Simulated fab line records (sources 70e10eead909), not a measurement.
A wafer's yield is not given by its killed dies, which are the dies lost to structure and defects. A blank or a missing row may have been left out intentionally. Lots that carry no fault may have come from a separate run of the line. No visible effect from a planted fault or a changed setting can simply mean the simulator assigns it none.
Which of the tools did it? ; flow nand-harc ; 33 wafers from 11 lots sampled at 6 of the route's 1159 steps

== WHAT THE GAUGES SHOWED, per wafer ==
NHARC_P_M2_CD_MEAS_09: target cd 170 nm.
lot;measured;on;cd-nm (nm)
L688;day 6 07:31;cd-sem-02;170.0 169.9 170.0
L689;day 6 20:00;cd-sem-01;169.8 169.8 170.1
L691;day 7 08:37;cd-sem-03;170.1 169.9 170.4
L695;day 7 20:38;cd-sem-03;170.1 169.7 169.8
L697;day 8 06:53;cd-sem-02;169.2 170.0 170.1
L701;day 9 10:31;cd-sem-03;170.0 170.0 170.6
L699;day 9 10:55;cd-sem-03;170.1 170.4 170.5
L700;day 9 11:37;cd-sem-03;170.0 169.3 169.9
L704;day 10 09:08;cd-sem-02;170.2 170.9 171.3
L706;day 10 15:55;cd-sem-03;161.0 161.2 160.7
L708;day 11 03:12;cd-sem-03;163.0 162.6 162.5

NHARC_END_SORT_01.
lot;measured;on;defect-limited-yield (%);killed-at-array;killed-at-other;killed-at-periphery;killed-dies;killed-open;killed-short;sort_bin_2_pct (%);sort_bin_3_pct (%);sort_bin_4_pct (%);sort-n-pass;sort-rim-yield-pct (%);sort-yield-pct (%)
L706;day 24 07:50;prober-02;94.2;32;0;7;39;3;1;1.8;0.15;3.8;638;89.6;94.2

== EACH LOT AND THE TOOL THAT RAN IT (in order: tool; ch and the chambers of the sampled wafers; start) ==
lot;NHARC_P_M1_DESCUM_14;NHARC_P_M1_ANNEAL_31;NHARC_P_M2_PEB_07;NHARC_P_M2_STRIP_18
L688;rie-diel-08 ch 1,2, day 6 03:09;rtp-anneal-01 ch 0, day 6 05:02;litho-track-01 ch 0, day 6 07:26;rie-diel-07 ch 0,2, day 6 08:06
L689;rie-diel-08 ch 0,2, day 6 15:56;rtp-anneal-02 ch 0, day 6 17:51;litho-track-04 ch 0, day 6 19:55;rie-diel-07 ch 0,1,3, day 6 20:47
L691;rie-diel-08 ch 0,1, day 7 04:35;rtp-anneal-01 ch 0, day 7 06:38;litho-track-01 ch 0, day 7 08:32;rie-diel-07 ch 1,2, day 7 09:11
L695;rie-diel-05 ch 0,3, day 7 16:39;rtp-anneal-01 ch 0, day 7 18:25;litho-track-06 ch 0, day 7 20:33;rie-diel-07 ch 0,2,3, day 7 21:13
L697;rie-diel-09 ch 0,1, day 8 02:51;rtp-anneal-01 ch 0, day 8 04:42;litho-track-04 ch 0, day 8 06:48;rie-diel-07 ch 0,1,3, day 8 07:27
L701;rie-diel-09 ch 2,3, day 9 06:25;rtp-anneal-02 ch 0, day 9 08:14;litho-track-01 ch 0, day 9 10:26;rie-diel-07 ch 1,2,3, day 9 11:06
L699;rie-diel-08 ch 0,2,3, day 9 06:35;rtp-anneal-01 ch 0, day 9 08:35;litho-track-04 ch 0, day 9 10:50;rie-diel-11 ch 0,1,3, day 9 11:35
L700;rie-diel-09 ch 0,2, day 9 06:58;rtp-anneal-02 ch 0, day 9 08:48;litho-track-06 ch 0, day 9 11:32;rie-diel-07 ch 0,1, day 9 12:10
L704;rie-diel-09 ch 0,2,3, day 10 05:05;rtp-anneal-01 ch 0, day 10 06:50;litho-track-04 ch 0, day 10 09:04;rie-diel-11 ch 0,1,2, day 10 09:45
L706;rie-diel-08 ch 0,3, day 10 11:51;rtp-anneal-01 ch 0, day 10 13:41;litho-track-04 ch 0, day 10 15:50;rie-diel-07 ch 0,1, day 10 16:29
L708;rie-diel-05 ch 0,1,2, day 10 23:20;rtp-anneal-02 ch 0, day 11 01:05;litho-track-04 ch 0, day 11 03:07;rie-diel-11 ch 0,1,3, day 11 04:18
- NHARC_P_M1_DESCUM_14: chemistry O2, time 3 s.
- NHARC_P_M1_ANNEAL_31: time 90 s.
- NHARC_P_M2_PEB_07: peb time 65 s.
- NHARC_P_M2_STRIP_18: strips in N2/H2.

== AS READ BY THE TOOLS THEMSELVES (means over the sampled wafers that have a number; for cases with no such wafer, the mark the record gives instead) ==
NHARC_P_M1_DESCUM_14.
lot;tool;drypump-motor-current-A (A);oes-product-au (a.u.);rf-vpp-V (V);showerhead-plenum-p-Torr (Torr);throttle-valve-pct (%)
L688;rie-diel-08;6.4;1.005;57.9;2.02;11.306
L689;rie-diel-08;6.3;0.997;57.9;2.06;11.309
L691;rie-diel-08;6.5;1.002;58.6;2.02;11.310
L695;rie-diel-05;5.6;1.005;58.9;1.95;11.316
L697;rie-diel-09;5.5;1.006;57.7;1.91;11.316
L701;rie-diel-09;4.9;1.006;58.0;1.91;11.307
L699;rie-diel-08;6.2;0.988;57.9;2.02;11.307
L700;rie-diel-09;5.2;1.013;58.2;1.97;11.316
L704;rie-diel-09;5.1;1.004;57.9;1.94;11.299
L706;rie-diel-08;6.1;0.999;58.0;1.98;11.305
L708;rie-diel-05;5.9;1.005;58.0;1.96;11.315

NHARC_P_M1_ANNEAL_31.
lot;tool;wafer_temp_C_max
L688;rtp-anneal-01;226.9
L689;rtp-anneal-02;225.5
L691;rtp-anneal-01;226.8
L695;rtp-anneal-01;227.0
L697;rtp-anneal-01;226.8
L701;rtp-anneal-02;225.5
L699;rtp-anneal-01;227.3
L700;rtp-anneal-02;225.6
L704;rtp-anneal-01;227.0
L706;rtp-anneal-01;226.8
L708;rtp-anneal-02;225.7

NHARC_P_M2_PEB_07.
lot;tool;heater-power-total-W (W)
L688;litho-track-01;156.5
L689;litho-track-04;156.3
L691;litho-track-01;156.9
L695;litho-track-06;156.5
L697;litho-track-04;156.7
L701;litho-track-01;156.4
L699;litho-track-04;156.3
L700;litho-track-06;156.9
L704;litho-track-04;156.8
L706;litho-track-04;180.9
L708;litho-track-04;180.8

NHARC_P_M2_STRIP_18.
lot;tool;drypump-motor-current-A (A);oes-product-au (a.u.);rf-vpp-V (V);showerhead-plenum-p-Torr (Torr);throttle-valve-pct (%)
L688;rie-diel-07;5.5;0.992;91.1;2.01;14.172
L689;rie-diel-07;6.1;1.001;90.3;2.02;14.168
L691;rie-diel-07;6.4;0.990;90.1;2.12;14.184
L695;rie-diel-07;5.8;0.993;90.7;2.06;14.172
L697;rie-diel-07;6.1;0.998;91.3;2.02;14.176
L701;rie-diel-07;6.2;0.997;91.5;2.12;14.171
L699;rie-diel-11;5.7;1.003;91.3;2.14;14.170
L700;rie-diel-07;6.3;0.996;90.6;2.02;14.174
L704;rie-diel-11;5.6;0.999;91.4;2.09;14.161
L706;rie-diel-07;6.2;0.999;90.2;2.02;14.182
L708;rie-diel-11;5.7;0.995;92.0;2.14;14.167

== THE ANSWER, worked out from the rows above alone ==
Rule: what is usual is taken from the lots themselves. Put in order of their means at a reading, lots are off if they are a third of the lots or fewer, leave a main group of 4 or more, and stand apart from it by a gap of 3 or more times the standard deviation of the main group's means; of several such gaps the widest counts. If all means in a main group match to the digits the tables above print for the reading, that group is not used. Also off: a lot with no number at a reading for which 4 or more lots have one. The other lots that the step has rows for count as sound. The gauges are gone through in route order, then the tools' own readings, and for those a lot's mean is taken as printed above. At the first step where some lot is off, the reading lying furthest off is the one used; lots without a number count as furthest.
Off: L706, L708 (NHARC_P_M2_CD_MEAS_09, cd-nm). For the main group the mean is 170.1 nm and the standard deviation 0.32.
If a tool, at a process step before that reading, ran all the lots that are off and no sound lot after the first of them, it fits. The gauges at NHARC_P_M2_CD_MEAS_09 aren't tried: what is off there is off at NHARC_P_M2_PEB_07 too, on other tools, and a gauge's error can't cause that. One fits: NHARC_P_M2_PEB_07 on litho-track-04. A fault onset in the window from L704 (day 10 09:04, its last sound lot) to L706 (day 10 15:50, its first lot off) fits.
The tool's own readings at NHARC_P_M2_PEB_07 bear it out: on the lots that are off they differ by more than 5 times the standard deviation of the sound lots' means. heater-power-total-W reads 180.9 W there against 156.6 W on the sound lots.

== WHAT WAS PUT IN BY THE SIMULATOR ==
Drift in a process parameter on litho-track-04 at NHARC_P_M2_PEB_07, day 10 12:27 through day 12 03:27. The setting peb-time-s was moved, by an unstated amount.
Lots struck among those shown: L706, L708. The rule above found the same.
